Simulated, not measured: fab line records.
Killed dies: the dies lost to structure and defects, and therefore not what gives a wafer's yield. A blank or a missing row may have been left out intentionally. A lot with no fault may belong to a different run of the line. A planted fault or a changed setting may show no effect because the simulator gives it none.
Struck lot and sound lot, side by side -- flow n5_finfet -- 42 out of 1938 route steps
Sound: these wafers, L886.1, L886.2, L886.4. Struck: wafers L900.1, L900.3, L900.5. The cause comes at the end.
At each step with rows: each side's tool, then ch and its chambers, then its first start. Under that, the readings that differ: sound wafers -- struck wafers -- difference of the means -- sigmas: that difference in standard deviations of wafers without a fault.
alike: readings with means less than 2 such deviations apart, plus words and numbers identical on both sides. not compared: withheld readings, readings lacking a value on some wafer, bounds such as >300 that could conceal the same value, and numbers that have no deviation in the record and whose values overlap.
The two part at a step that has a row with sigmas, a row that says differs or no value, or rows on one side only. When numbers do not overlap yet have no deviation, they are printed without sigmas and do not part them. A reading that every wafer of one side lacks parts them only if that side has two wafers or more.

first, 11 steps without rows for these wafers: N5_DUMMY_GATE_ETCH_36 (etches SiARC in CF4, target depth 13 nm); N5_DUMMY_GATE_ETCH_37 (etches SOC in N2/H2, target depth 60 nm, overetch 30 nm); N5_DUMMY_GATE_STRIP_38 (strips in N2/H2); N5_DUMMY_GATE_STRIP_39 (strips in N2/H2); N5_DUMMY_GATE_TRIM_49 (chemistry O2, time 29 s, target cd 14 nm); N5_DUMMY_GATE_STRIP_40 (strips in CF4); N5_DUMMY_GATE_ETCH_31 (etches SiO2 in C4F6/O2, target depth 82.5 nm, time 27.5 s); N5_DUMMY_GATE_STRIP_41 (strips in O2); N5_DUMMY_GATE_HM_OPEN_21 (chemistry CH3F/O2, target SiNx, target depth 120 nm, time 171.4 s); N5_DUMMY_GATE_ETCH_32 (etches SiO2 in CF4, target depth 3.5 nm, time 3.9 s); N5_DUMMY_GATE_ETCH_23 (etches poly-Si in HBr/Cl2/O2, target depth 41 nm, time 22.3 s).
N5_DUMMY_GATE_ETCH_44: etches poly-Si in HBr/O2, stops on SiO2, target depth 127.5 nm.
  sound on rie_si-03 ch 1,2,3, day 3 11:10; struck on rie_si-03 ch 0,2,3, day 7 00:58
  alike: drypump_motor_current_A, oes_product_au, throttle_valve_pct
  not compared: rf_hours_counter_h
then, 7 steps without rows for these wafers: N5_DUMMY_GATE_ETCH_42 (etches SiO2 in CHF3/O2, target depth 3.5 nm, time 31 s); N5_DUMMY_GATE_STRIP_48 (strips in N2/H2, time 20 s); N5_DUMMY_GATE_PRECLEAN_33 (cleans in dHF, time 10 s); N5_DUMMY_GATE_PRECLEAN_25 (cleans in O3/DIW, time 45 s); N5_DUMMY_GATE_PRECLEAN_51 (cleans in SC2, time 45 s); N5_DUMMY_GATE_SRD_26 (time 30 s); N5_DUMMY_GATE_UV_OZONE_45 (time 120 s).
N5_DUMMY_GATE_INSPECT_27: inspects for defects (brightfield).
  struck on defect_inspect-01, day 7 01:29; sound on defect_inspect-02, day 3 11:34
reading,sound,struck,difference,sigmas
raw_defect_count,231 211 188,752 657 793,+524,+6
then, 3 steps without rows for these wafers: N5_SPACER0_ALD_07 (deposits SiNx, target thk 2 nm); N5_SPACER0_ALD_00 (deposits SiOCN, target thk 3.5 nm, pulse time 3 s, purge time 2 s); N5_SPACER0_ALD_08 (deposits SiNx, target thk 2 nm).
N5_SPACER0_INSPECT_04: inspects for defects (darkfield).
  struck on defect_inspect-02, day 7 02:05; sound on defect_inspect-01, day 3 12:48
reading,sound,struck,difference,sigmas
raw_defect_count,96 95 89,593 532 584,+476,+15
then, 8 steps without rows for these wafers: N5_SD_EPI_N_COAT_32 (time 60 s, resist thk 350 nm); N5_SD_EPI_N_COAT_33 (time 60 s, resist thk 35 nm); N5_SD_EPI_N_COAT_03 (resist thk 150 nm); N5_SD_EPI_N_EBR_05; N5_SD_EPI_N_SOFTBAKE_04 (time 60 s); N5_SD_EPI_N_EXPOSE_06 (exposes mask SD N BLK, target cd 120 nm); N5_SD_EPI_N_PEB_07 (peb time 60 s); N5_SD_EPI_N_DEVELOP_08 (develop time 30 s).
N5_SD_EPI_N_INSPECT_11: inspects for defects (macro).
  struck on defect_inspect-02, day 7 02:32; sound on defect_inspect-01, day 3 13:16
reading,sound,struck,difference,sigmas
raw_defect_count,0 3 1,>300 >300 >300,differs,
then, 5 steps without rows for these wafers: N5_SD_EPI_N_DESCUM_14 (chemistry O2, time 7.9 s); N5_SD_EPI_N_ETCH_34 (etches SiARC in CF4, target depth 45.5 nm, time 75.8 s); N5_SD_EPI_N_ETCH_35 (etches SOC in N2/H2, overetch 108 nm, time 486 s); N5_SD_EPI_N_STRIP_36 (strips in N2/H2); N5_SD_EPI_N_ETCHBACK_44 (etches SiNx in CH3F/O2, stops on SiO2, target depth 14.5 nm).
N5_SD_EPI_N_INSPECT_26: inspects for defects (darkfield).
  struck on defect_inspect-02, day 7 06:38; sound on defect_inspect-02, day 3 18:04
reading,sound,struck,difference,sigmas
raw_defect_count,174 162 216,637 584 641,+437,+11
N5_SD_EPI_P_INSPECT_26: inspects for defects (darkfield).
  struck on defect_inspect-01, day 7 10:52; sound on defect_inspect-01, day 3 22:10
reading,sound,struck,difference,sigmas
raw_defect_count,138 100 151,594 554 600,+453,+11
-- record jumps: 5 days separate the struck wafers' starts on either side; left off in module SD_EPI_P, taken up again in module BEOL_M4, whose first shown step is the route's number 1111 --
N5_BEOL_M4_RC_MEAS_101:
  sound on prober-02 ch 0, day 8 20:29; struck on prober-01 ch 0, day 12 05:27
  alike: DIBL_N, DIBL_P, IOFF_N, IOFF_P, ION_N, ION_P, SS_N, SS_P, VT_N, VT_P
-- record jumps: 5 days separate the struck wafers' starts on either side; left off in module BEOL_M4, taken up again in module PASSIVATION, whose first shown step is the route's number 1936 --
N5_PASSIVATION_PROBE_49:
  the record has rows for the struck wafers here (prober-02, day 17 15:24) and none for the sound ones

WHERE THEY PART
Last at N5_PASSIVATION_PROBE_49 as far as this record goes, first at N5_DUMMY_GATE_INSPECT_27.

WHY: what the simulator had put in
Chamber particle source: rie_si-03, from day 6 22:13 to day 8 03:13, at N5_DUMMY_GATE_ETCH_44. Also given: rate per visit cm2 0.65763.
